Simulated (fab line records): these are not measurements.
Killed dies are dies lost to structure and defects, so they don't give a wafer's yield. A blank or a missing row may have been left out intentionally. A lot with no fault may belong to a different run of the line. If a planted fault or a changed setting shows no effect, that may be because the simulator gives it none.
Which tool was responsible? || flow nand_harc || 12 lots, 35 wafers sampled, at 7 steps of a route of 1159

WHAT THE GAUGES SHOWED, per wafer
NHARC_P_M2_CD_MEAS_09 targets a cd of 170 nm. Usual: cd_nm 169.9 nm, standard deviation 0.46.
{"lot": "L496", "measured": "day 6 09:32", "on": "cd_sem-03", "cd_nm (nm)": "169.8 169.3 169.2", "flag": ""}
{"lot": "L499", "measured": "day 6 22:22", "on": "cd_sem-01", "cd_nm (nm)": "169.6 169.4 169.7", "flag": ""}
{"lot": "L500", "measured": "day 7 01:02", "on": "cd_sem-02", "cd_nm (nm)": "169.8 169.4 169.3", "flag": ""}
{"lot": "L501", "measured": "day 7 08:34", "on": "cd_sem-01", "cd_nm (nm)": "170.1 170.5 170.3", "flag": ""}
{"lot": "L502", "measured": "day 7 21:13", "on": "cd_sem-02", "cd_nm (nm)": "170.5 170.2 170.8", "flag": ""}
{"lot": "L503", "measured": "day 7 22:05", "on": "cd_sem-03", "cd_nm (nm)": "170.6 170.4 170.7", "flag": ""}
{"lot": "L509", "measured": "day 9 10:25", "on": "cd_sem-01", "cd_nm (nm)": "170.0 169.5 169.6", "flag": ""}
{"lot": "L510", "measured": "day 9 21:23", "on": "cd_sem-01", "cd_nm (nm)": "169.5 169.5", "flag": ""}
{"lot": "L514", "measured": "day 10 16:31", "on": "cd_sem-02", "cd_nm (nm)": "169.9 170.0 169.5", "flag": ""}
{"lot": "L515", "measured": "day 11 01:31", "on": "cd_sem-01", "cd_nm (nm)": "170.2 170.2 170.1", "flag": ""}
{"lot": "L516", "measured": "day 11 06:54", "on": "cd_sem-03", "cd_nm (nm)": "170.3 170.8 170.3", "flag": ""}
{"lot": "L519", "measured": "day 11 23:19", "on": "cd_sem-02", "cd_nm (nm)": "169.5 169.9 169.5", "flag": ""}

NHARC_P_M2_THK_MEAS_24: measures by xrf. Usual: thk_nm 144.8 nm, standard deviation 1.5.
{"lot": "L496", "measured": "day 6 12:40", "on": "film_metro-02", "thk_nm (nm)": "144.2 141.9 145.6", "flag": ""}
{"lot": "L499", "measured": "day 7 01:08", "on": "film_metro-01", "thk_nm (nm)": "141.9 143.2 143.6", "flag": ""}
{"lot": "L500", "measured": "day 7 03:40", "on": "film_metro-02", "thk_nm (nm)": "143.4 143.8 145.4", "flag": ""}
{"lot": "L501", "measured": "day 7 11:10", "on": "film_metro-02", "thk_nm (nm)": "143.8 146.6 144.4", "flag": ""}
{"lot": "L502", "measured": "day 7 23:51", "on": "film_metro-01", "thk_nm (nm)": "141.7 141.7 144.1", "flag": ""}
{"lot": "L503", "measured": "day 8 00:43", "on": "film_metro-01", "thk_nm (nm)": "141.6 143.8 142.8", "flag": ""}
{"lot": "L509", "measured": "day 9 13:01", "on": "film_metro-01", "thk_nm (nm)": "149.1 146.4 144.2", "flag": ""}
{"lot": "L510", "measured": "day 10 00:37", "on": "film_metro-02", "thk_nm (nm)": "148.1 142.4", "flag": ""}
{"lot": "L514", "measured": "day 10 19:12", "on": "film_metro-02", "thk_nm (nm)": "145.0 145.6 143.8", "flag": ""}
{"lot": "L515", "measured": "day 11 04:10", "on": "film_metro-01", "thk_nm (nm)": "146.2 144.1 144.5", "flag": ""}
{"lot": "L516", "measured": "day 11 09:42", "on": "film_metro-01", "thk_nm (nm)": "145.5 146.3 147.6", "flag": ""}
{"lot": "L519", "measured": "day 12 02:06", "on": "film_metro-02", "thk_nm (nm)": "144.3 144.1 146.2", "flag": ""}

NHARC_P_M2_INSPECT_27. Usual: raw_defect_count 349, standard deviation 140.
{"lot": "L496", "measured": "day 6 12:49", "on": "defect_inspect-01", "raw_defect_count": "328 297 227", "flag": ""}
{"lot": "L499", "measured": "day 7 01:17", "on": "defect_inspect-01", "raw_defect_count": "326 320 350", "flag": ""}
{"lot": "L500", "measured": "day 7 03:50", "on": "defect_inspect-01", "raw_defect_count": "375 385 275", "flag": ""}
{"lot": "L501", "measured": "day 7 11:19", "on": "defect_inspect-02", "raw_defect_count": "336 168 222", "flag": ""}
{"lot": "L502", "measured": "day 8 00:01", "on": "defect_inspect-01", "raw_defect_count": "300 376 310", "flag": ""}
{"lot": "L503", "measured": "day 8 00:52", "on": "defect_inspect-01", "raw_defect_count": "736 249 351", "flag": ""}
{"lot": "L509", "measured": "day 9 13:11", "on": "defect_inspect-01", "raw_defect_count": "4653 177 515", "flag": "OFF"}
{"lot": "L510", "measured": "day 10 00:46", "on": "defect_inspect-01", "raw_defect_count": "4792 389", "flag": "OFF"}
{"lot": "L514", "measured": "day 10 19:22", "on": "defect_inspect-02", "raw_defect_count": "303 203 256", "flag": ""}
{"lot": "L515", "measured": "day 11 04:20", "on": "defect_inspect-02", "raw_defect_count": "332 596 552", "flag": ""}
{"lot": "L516", "measured": "day 11 09:58", "on": "defect_inspect-01", "raw_defect_count": "210 317 252", "flag": ""}
{"lot": "L519", "measured": "day 12 02:15", "on": "defect_inspect-02", "raw_defect_count": "425 361 268", "flag": ""}

NHARC_P_BONDPAD_THK_MEAS_33: measures by ellipsometry. Usual: thk_nm 200.4 nm, standard deviation 1.4.
{"lot": "L496", "measured": "day 6 14:01", "on": "film_metro-01", "thk_nm (nm)": "200.7 198.5 199.2", "flag": ""}
{"lot": "L499", "measured": "day 7 02:30", "on": "film_metro-01", "thk_nm (nm)": "201.1 200.4 199.2", "flag": ""}
{"lot": "L500", "measured": "day 7 05:06", "on": "film_metro-02", "thk_nm (nm)": "199.7 200.0 197.1", "flag": ""}
{"lot": "L501", "measured": "day 7 12:32", "on": "film_metro-02", "thk_nm (nm)": "198.7 199.5 199.5", "flag": ""}
{"lot": "L502", "measured": "day 8 01:14", "on": "film_metro-02", "thk_nm (nm)": "199.4 196.2 198.1", "flag": ""}
{"lot": "L503", "measured": "day 8 02:05", "on": "film_metro-02", "thk_nm (nm)": "199.4 199.1 198.9", "flag": ""}
{"lot": "L509", "measured": "day 9 14:36", "on": "film_metro-02", "thk_nm (nm)": "200.3 197.6", "flag": ""}
{"lot": "L510", "measured": "day 10 01:58", "on": "film_metro-01", "thk_nm (nm)": 201.1, "flag": ""}
{"lot": "L514", "measured": "day 10 20:52", "on": "film_metro-02", "thk_nm (nm)": "198.4 200.6 200.8", "flag": ""}
{"lot": "L515", "measured": "day 11 05:57", "on": "film_metro-02", "thk_nm (nm)": "201.3 200.6 199.6", "flag": ""}
{"lot": "L516", "measured": "day 11 11:11", "on": "film_metro-01", "thk_nm (nm)": "202.6 201.9 200.6", "flag": ""}
{"lot": "L519", "measured": "day 12 03:32", "on": "film_metro-02", "thk_nm (nm)": "201.1 200.4 200.1", "flag": ""}

NHARC_END_SORT_01. Usual: defect_limited_yield 95.4 %, standard deviation 1.5; killed_at_array 26, standard deviation 9.6; killed_at_other 0.7, standard deviation 0.92; killed_at_periphery 3.8, standard deviation 2.7; killed_dies 31, standard deviation 10; killed_open 3.3, standard deviation 1.7; killed_short 1.8, standard deviation 1.3; sort_bin_2_pct 1.4 %, standard deviation 0.62; sort_bin_3_pct 0.23 %, standard deviation 0.21; sort_bin_4_pct 2.9 %, standard deviation 0.95; sort_n_pass 646, standard deviation 10; sort_rim_yield_pct 94 %, standard deviation 3.2; sort_yield_pct 95.4 %, standard deviation 1.5.
{"lot": "L496", "measured": "day 20 03:38", "on": "prober-01", "defect_limited_yield (%)": "97.3 97.3 97.6", "killed_at_array": "13 15 12", "killed_at_other": "2 0 2", "killed_at_periphery": "3 3 2", "killed_dies": "18 18 16", "killed_open": "4 5 6", "killed_short": "2 4 0", "sort_bin_2_pct (%)": "0.3 0.6 0.4", "sort_bin_3_pct (%)": "0.30 0.15 0", "sort_bin_4_pct (%)": "2.1 1.9 1.9", "sort_n_pass": "659 659 661", "sort_rim_yield_pct (%)": "95 96 94", "sort_yield_pct (%)": "97.3 97.3 97.6", "flag": ""}
{"lot": "L499", "measured": "day 19 19:57", "on": "prober-02", "defect_limited_yield (%)": "96.0 95.4 96.5", "killed_at_array": "23 25 24", "killed_at_other": "0 0 0", "killed_at_periphery": "4 6 0", "killed_dies": "27 31 24", "killed_open": "2 3 2", "killed_short": "1 4 1", "sort_bin_2_pct (%)": "1.2 1.8 1.0", "sort_bin_3_pct (%)": "0.30 0.15 0", "sort_bin_4_pct (%)": "2.5 2.7 2.5", "sort_n_pass": "650 646 653", "sort_rim_yield_pct (%)": "97 97 99", "sort_yield_pct (%)": "96.0 95.4 96.5", "flag": ""}
{"lot": "L502", "measured": "day 20 23:23", "on": "prober-01", "defect_limited_yield (%)": "94.2 95.3 93.8", "killed_at_array": "37 27 38", "killed_at_other": "0 2 0", "killed_at_periphery": "2 3 4", "killed_dies": "39 32 42", "killed_open": "3 3 6", "killed_short": "3 1 2", "sort_bin_2_pct (%)": "1.3 1.2 2.4", "sort_bin_3_pct (%)": "0.59 0.30 0.44", "sort_bin_4_pct (%)": "3.8 3.2 3.4", "sort_n_pass": "638 645 635", "sort_rim_yield_pct (%)": "92 94 93", "sort_yield_pct (%)": "94.2 95.3 93.8", "flag": ""}
{"lot": "L509", "measured": "day 22 01:44", "on": "prober-01", "defect_limited_yield (%)": "0 97.2 97.2", "killed_at_array": "13 16 17", "killed_at_other": "0 0 0", "killed_at_periphery": "664 3 2", "killed_dies": "677 19 19", "killed_open": "0 6 4", "killed_short": "1 1 3", "sort_bin_2_pct (%)": "0 0.4 1.0", "sort_bin_3_pct (%)": "98.08 0 0.15", "sort_bin_4_pct (%)": "1.9 2.4 1.6", "sort_n_pass": "0 658 658", "sort_rim_yield_pct (%)": "0 98 97", "sort_yield_pct (%)": "0 97.2 97.2", "flag": "OFF"}
{"lot": "L510", "measured": "day 22 19:40", "on": "prober-02", "defect_limited_yield (%)": "0 95.6", "killed_at_array": "24 25", "killed_at_other": "0 1", "killed_at_periphery": "653 4", "killed_dies": "677 30", "killed_open": "4 8", "killed_short": "0 1", "sort_bin_2_pct (%)": "1.3 1.2", "sort_bin_3_pct (%)": "96.45 0", "sort_bin_4_pct (%)": "2.2 3.2", "sort_n_pass": "0 647", "sort_rim_yield_pct (%)": "0 97", "sort_yield_pct (%)": "0 95.6", "flag": "OFF"}
{"lot": "L514", "measured": "day 24 00:26", "on": "prober-02", "defect_limited_yield (%)": "95.6 96.3 96.3", "killed_at_array": "22 18 19", "killed_at_other": "2 0 0", "killed_at_periphery": "6 7 6", "killed_dies": "30 25 25", "killed_open": "5 2 3", "killed_short": "2 3 1", "sort_bin_2_pct (%)": "1.3 1.5 0.7", "sort_bin_3_pct (%)": "0.59 0.15 0.15", "sort_bin_4_pct (%)": "2.5 2.1 2.8", "sort_n_pass": "647 652 652", "sort_rim_yield_pct (%)": "88 93 91", "sort_yield_pct (%)": "95.6 96.3 96.3", "flag": ""}

WHAT TOOL EACH LOT RAN ON (gives the tool, then ch and the chambers of the sampled wafers, and finally the start)
{"lot": "L496", "NHARC_P_M2_PRE_CLEAN_30": "pvd_sputter-02, day 6 12:24 or earlier", "NHARC_P_M2_CMP_23": "cmp-01 ch 0,1,2, day 6 12:24"}
{"lot": "L499", "NHARC_P_M2_PRE_CLEAN_30": "pvd_sputter-02, day 7 00:51 or earlier", "NHARC_P_M2_CMP_23": "cmp-02 ch 1,2,3, day 7 00:51"}
{"lot": "L500", "NHARC_P_M2_PRE_CLEAN_30": "pvd_sputter-02, day 7 03:22 or earlier", "NHARC_P_M2_CMP_23": "cmp-04 ch 1,2,3, day 7 03:22"}
{"lot": "L501", "NHARC_P_M2_PRE_CLEAN_30": "pvd_sputter-02, day 7 10:52 or earlier", "NHARC_P_M2_CMP_23": "cmp-04 ch 0,2,3, day 7 10:52"}
{"lot": "L502", "NHARC_P_M2_PRE_CLEAN_30": "pvd_sputter-02, day 7 23:32 or earlier", "NHARC_P_M2_CMP_23": "cmp-01 ch 0,3, day 7 23:32"}
{"lot": "L503", "NHARC_P_M2_PRE_CLEAN_30": "pvd_sputter-03, day 8 00:23 or earlier", "NHARC_P_M2_CMP_23": "cmp-02 ch 0,2, day 8 00:23"}
{"lot": "L509", "NHARC_P_M2_PRE_CLEAN_30": "pvd_sputter-03, day 9 12:42 or earlier", "NHARC_P_M2_CMP_23": "cmp-02 ch 0,1,3, day 9 12:42"}
{"lot": "L510", "NHARC_P_M2_PRE_CLEAN_30": "pvd_sputter-01, day 10 00:18 or earlier", "NHARC_P_M2_CMP_23": "cmp-02 ch 1,3, day 10 00:18"}
{"lot": "L514", "NHARC_P_M2_PRE_CLEAN_30": "pvd_sputter-01, day 10 18:55 or earlier", "NHARC_P_M2_CMP_23": "cmp-04 ch 0,2,3, day 10 18:55"}
{"lot": "L515", "NHARC_P_M2_PRE_CLEAN_30": "pvd_sputter-02, day 11 03:51 or earlier", "NHARC_P_M2_CMP_23": "cmp-04 ch 1,3, day 11 03:51"}
{"lot": "L516", "NHARC_P_M2_PRE_CLEAN_30": "pvd_sputter-03, day 11 09:26 or earlier", "NHARC_P_M2_CMP_23": "cmp-04 ch 0,1,3, day 11 09:26"}
{"lot": "L519", "NHARC_P_M2_PRE_CLEAN_30": "pvd_sputter-03, day 12 01:47 or earlier", "NHARC_P_M2_CMP_23": "cmp-01 ch 2,3, day 12 01:47"}
- NHARC_P_M2_PRE_CLEAN_30: time 30 s.
- NHARC_P_M2_CMP_23: polishes, t overpolish 20 s, target thk 144.3 nm.

WHAT THE TOOLS THEMSELVES READ (means of the sampled wafers that have a number; where no wafer has one, the mark that the record gives instead)
NHARC_P_M2_PRE_CLEAN_30. Usual: heater_power_w 408 W, standard deviation 49.
{"lot": "L496", "tool": "pvd_sputter-02", "heater_power_w (W)": 506, "flag": ""}
{"lot": "L499", "tool": "pvd_sputter-02", "heater_power_w (W)": 441, "flag": ""}
{"lot": "L500", "tool": "pvd_sputter-02", "heater_power_w (W)": 453, "flag": ""}
{"lot": "L501", "tool": "pvd_sputter-02", "heater_power_w (W)": 440, "flag": ""}
{"lot": "L502", "tool": "pvd_sputter-02", "heater_power_w (W)": 400, "flag": ""}
{"lot": "L503", "tool": "pvd_sputter-03", "heater_power_w (W)": 395, "flag": ""}
{"lot": "L509", "tool": "pvd_sputter-03", "heater_power_w (W)": 380, "flag": ""}
{"lot": "L510", "tool": "pvd_sputter-01", "heater_power_w (W)": 374, "flag": ""}
{"lot": "L514", "tool": "pvd_sputter-01", "heater_power_w (W)": 382, "flag": ""}
{"lot": "L515", "tool": "pvd_sputter-02", "heater_power_w (W)": 397, "flag": ""}
{"lot": "L516", "tool": "pvd_sputter-03", "heater_power_w (W)": 385, "flag": ""}
{"lot": "L519", "tool": "pvd_sputter-03", "heater_power_w (W)": 379, "flag": ""}

NHARC_P_M2_CMP_23. Usual: motor_current_A 12.1 A, standard deviation 1.1; time_to_endpoint_s 29.4 s, standard deviation 2.2.
{"lot": "L496", "tool": "cmp-01", "motor_current_A (A)": 12.0, "time_to_endpoint_s (s)": 25.4, "flag": ""}
{"lot": "L499", "tool": "cmp-02", "motor_current_A (A)": 12.6, "time_to_endpoint_s (s)": 27.7, "flag": ""}
{"lot": "L500", "tool": "cmp-04", "motor_current_A (A)": 12.0, "time_to_endpoint_s (s)": 30.9, "flag": ""}
{"lot": "L501", "tool": "cmp-04", "motor_current_A (A)": 12.2, "time_to_endpoint_s (s)": 28.4, "flag": ""}
{"lot": "L502", "tool": "cmp-01", "motor_current_A (A)": 11.7, "time_to_endpoint_s (s)": 31.3, "flag": ""}
{"lot": "L503", "tool": "cmp-02", "motor_current_A (A)": 11.4, "time_to_endpoint_s (s)": 28.8, "flag": ""}
{"lot": "L509", "tool": "cmp-02", "motor_current_A (A)": 13.1, "time_to_endpoint_s (s)": 31.6, "flag": ""}
{"lot": "L510", "tool": "cmp-02", "motor_current_A (A)": 13.2, "time_to_endpoint_s (s)": 33.6, "flag": ""}
{"lot": "L514", "tool": "cmp-04", "motor_current_A (A)": 12.3, "time_to_endpoint_s (s)": 30.2, "flag": ""}
{"lot": "L515", "tool": "cmp-04", "motor_current_A (A)": 12.4, "time_to_endpoint_s (s)": 29.9, "flag": ""}
{"lot": "L516", "tool": "cmp-04", "motor_current_A (A)": 11.9, "time_to_endpoint_s (s)": 29.7, "flag": ""}
{"lot": "L519", "tool": "cmp-01", "motor_current_A (A)": 11.2, "time_to_endpoint_s (s)": 29.0, "flag": ""}

THE ANSWER, worked out from the rows above alone
Rule: lot off if the mean of its wafers having a number is beyond 3 standard deviations from the usual mean. A lot without any number at a reading at which 4 lots or more have one is off too. Any other lot the step has rows for is counted as sound. First the gauges in route order, then the tools' own readings, where a lot's mean is used as printed above. The first step at which some lot is off is used, and at that step the reading that is off furthest; a lot without a number counts as furthest.
Off, at NHARC_P_M2_INSPECT_27 on raw_defect_count: L509, L510.
If a tool, at a process step before that reading, ran all the lots that are off and no sound lot after the first of them, it fits. Not tried: the gauges at NHARC_P_M2_INSPECT_27; whatever is off there is also off at NHARC_END_SORT_01, on other tools, and gauge error can't account for it. NHARC_P_M2_PRE_CLEAN_30 gives no start for some lots, so the hours and the order of its lots are those of NHARC_P_M2_CMP_23. One fits: cmp-02 at NHARC_P_M2_CMP_23. Its last sound lot is L503 (day 8 00:23), its first lot that is off L509 (day 9 12:42): a fault that began between those two fits.

WHAT THE SIMULATOR HAD INSERTED
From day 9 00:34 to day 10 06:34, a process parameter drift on cmp-02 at NHARC_P_M2_CMP_23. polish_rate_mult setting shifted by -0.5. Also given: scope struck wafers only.
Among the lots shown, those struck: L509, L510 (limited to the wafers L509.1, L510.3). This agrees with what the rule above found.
